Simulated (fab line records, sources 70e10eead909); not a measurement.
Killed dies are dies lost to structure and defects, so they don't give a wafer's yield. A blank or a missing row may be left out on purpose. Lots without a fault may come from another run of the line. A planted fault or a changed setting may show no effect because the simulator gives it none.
Which tool did it? | flow nand_harc | 24 lots, 72 wafers sampled, at 3 steps of a route of 1159

WHAT THE GAUGES READ, wafer by wafer
NHARC_P_BONDPAD_THK_MEAS_33: measures by ellipsometry. Usual: thk_nm 200.9 nm, standard deviation 1.4.
lot  | measured     | on            | thk_nm (nm)       | flag
L074 | day 6 07:23  | film_metro-02 | 199.9 199.4 203.6 |
L077 | day 7 00:21  | film_metro-02 | 203.0 201.4 200.5 |
L076 | day 7 05:05  | film_metro-02 | 200.2 201.4 199.5 |
L075 | day 7 07:25  | film_metro-01 | 199.9 202.2 203.7 |
L078 | day 7 08:13  | film_metro-01 | 202.9 201.1 201.0 |
L079 | day 7 14:14  | film_metro-02 | 201.6 203.0 200.2 |
L080 | day 7 15:07  | film_metro-01 | 199.9 202.6 202.0 |
L082 | day 8 01:50  | film_metro-02 | 200.8 199.4 200.2 |
L081 | day 8 03:07  | film_metro-01 | 199.9 200.7 202.7 |
L084 | day 8 13:32  | film_metro-02 | 202.1 202.4 201.3 |
L083 | day 8 16:13  | film_metro-02 | 199.9 202.4 201.4 |
L086 | day 9 18:06  | film_metro-02 | 201.1 199.5 198.3 |
L087 | day 9 18:31  | film_metro-02 | 200.2 199.3 200.0 |
L085 | day 9 19:21  | film_metro-02 | 202.0 200.5 200.8 |
L089 | day 10 00:38 | film_metro-02 | 200.9 200.6 203.7 |
L088 | day 10 01:38 | film_metro-01 | 202.6 198.9 202.8 |
L090 | day 10 08:13 | film_metro-02 | 199.5 200.8 202.0 |
L092 | day 10 14:59 | film_metro-02 | 200.3 198.8 197.7 |
L091 | day 10 16:09 | film_metro-02 | 198.8 199.1 198.5 |
L093 | day 11 06:23 | film_metro-01 | 199.4 201.3 201.5 |
L094 | day 11 06:47 | film_metro-01 | 201.7 199.1 200.2 |
L095 | day 11 15:23 | film_metro-02 | 200.6 200.3 201.5 |
L096 | day 11 23:29 | film_metro-01 | 200.8 200.2 201.6 |
L097 | day 12 00:32 | film_metro-01 | 200.0 201.3 199.2 |

NHARC_A_CHANNEL_HOLE_D1_INSPECT_40. Usual: raw_defect_count 55, standard deviation 17.
lot  | measured     | on                | raw_defect_count | flag
L074 | day 8 12:14  | defect_inspect-02 | 46 45 35         |
L077 | day 9 03:13  | defect_inspect-02 | 53 53 73         |
L076 | day 9 07:25  | defect_inspect-01 | 47 46 41         |
L075 | day 9 08:31  | defect_inspect-01 | 41 50 66         |
L078 | day 9 11:34  | defect_inspect-02 | 63 73 79         |
L079 | day 9 18:08  | defect_inspect-01 | 74 100 83        |
L080 | day 9 18:15  | defect_inspect-02 | 35 32 38         |
L082 | day 10 08:25 | defect_inspect-01 | 59 38 72         |
L081 | day 10 08:47 | defect_inspect-02 | 48 35 36         |
L084 | day 10 22:47 | defect_inspect-01 | 48 46 58         |
L083 | day 11 02:17 | defect_inspect-02 | 48 37 54         |
L086 | day 11 22:38 | defect_inspect-01 | 82 62 70         |
L087 | day 11 19:32 | defect_inspect-01 | 26 35 23         |
L085 | day 12 01:22 | defect_inspect-02 | 59 50 68         |
L089 | day 12 05:32 | defect_inspect-01 | 54 59 68         |
L088 | day 12 02:48 | defect_inspect-01 | 69 79 124        |
L090 | day 12 12:14 | defect_inspect-02 | 38 59 66         |
L092 | day 12 17:53 | defect_inspect-02 | 41 34 37         |
L091 | day 12 17:16 | defect_inspect-02 | 50 63 61         |
L093 | day 13 11:20 | defect_inspect-02 | 68 65 60         |
L094 | day 13 09:53 | defect_inspect-02 | 30 61 73         |
L095 | day 13 17:52 | defect_inspect-01 | 60 46 59         |
L096 | day 14 13:19 | defect_inspect-01 | 50 72 55         |
L097 | day 14 09:08 | defect_inspect-01 | 65 57 46         |

WHICH TOOL RAN EACH LOT (tool, then ch and the chambers of the sampled wafers, then the start)
lot  | NHARC_P_M2_DEGAS_29
L074 | pvd_sputter-01, day 6 04:38
L077 | pvd_sputter-03, day 6 21:31
L076 | pvd_sputter-02, day 7 02:18
L075 | pvd_sputter-01, day 7 03:50
L078 | pvd_sputter-01, day 7 05:24
L079 | pvd_sputter-01, day 7 11:28
L080 | pvd_sputter-02, day 7 12:18
L082 | pvd_sputter-03, day 7 22:53
L081 | pvd_sputter-01, day 8 00:19
L084 | pvd_sputter-02, day 8 10:46
L083 | pvd_sputter-03, day 8 13:25
L086 | pvd_sputter-03, day 9 15:10
L087 | pvd_sputter-02, day 9 15:44
L085 | pvd_sputter-01, day 9 16:25
L089 | pvd_sputter-02, day 9 21:53
L088 | pvd_sputter-02, day 9 22:43
L090 | pvd_sputter-01, day 10 05:18
L092 | pvd_sputter-03, day 10 12:11
L091 | pvd_sputter-03, day 10 13:17
L093 | pvd_sputter-03, day 11 02:49
L094 | pvd_sputter-01, day 11 03:42
L095 | pvd_sputter-03, day 11 11:16
L096 | pvd_sputter-02, day 11 20:35
L097 | pvd_sputter-03, day 11 21:23
- NHARC_P_M2_DEGAS_29: time 60 s.

WHAT THE TOOLS THEMSELVES READ (means of the sampled wafers that have a number; where no wafer has one, the mark that the record gives instead)
NHARC_P_M2_DEGAS_29. Usual: heater_power_w 333 W, standard deviation 26.
lot  | tool           | heater_power_w (W) | flag
L074 | pvd_sputter-01 | 322                |
L077 | pvd_sputter-03 | 320                |
L076 | pvd_sputter-02 | 328                |
L075 | pvd_sputter-01 | 336                |
L078 | pvd_sputter-01 | 355                |
L079 | pvd_sputter-01 | 336                |
L080 | pvd_sputter-02 | 336                |
L082 | pvd_sputter-03 | 344                |
L081 | pvd_sputter-01 | 363                |
L084 | pvd_sputter-02 | 322                |
L083 | pvd_sputter-03 | 328                |
L086 | pvd_sputter-03 | 335                |
L087 | pvd_sputter-02 | 323                |
L085 | pvd_sputter-01 | 374                |
L089 | pvd_sputter-02 | 333                |
L088 | pvd_sputter-02 | 330                |
L090 | pvd_sputter-01 | 343                |
L092 | pvd_sputter-03 | 326                |
L091 | pvd_sputter-03 | 315                |
L093 | pvd_sputter-03 | 329                |
L094 | pvd_sputter-01 | 320                |
L095 | pvd_sputter-03 | 339                |
L096 | pvd_sputter-02 | 336                |
L097 | pvd_sputter-03 | 323                |

THE ANSWER, worked out from the rows above alone
Rule: a lot is off if the mean of its wafers that have a number lies more than 3 standard deviations from the usual mean. A lot without any number at a reading at which 4 lots or more have one is off too. The other lots that the step has rows for count as sound. The gauges are gone through in route order, then the tools' own readings, and for those a lot's mean is taken as printed above. The first step at which some lot is off is used, and at that step the reading that is off furthest; a lot without a number counts as furthest.
No lot is off at any reading shown: from this, nothing can be told.

WHAT THE SIMULATOR HAD PUT IN
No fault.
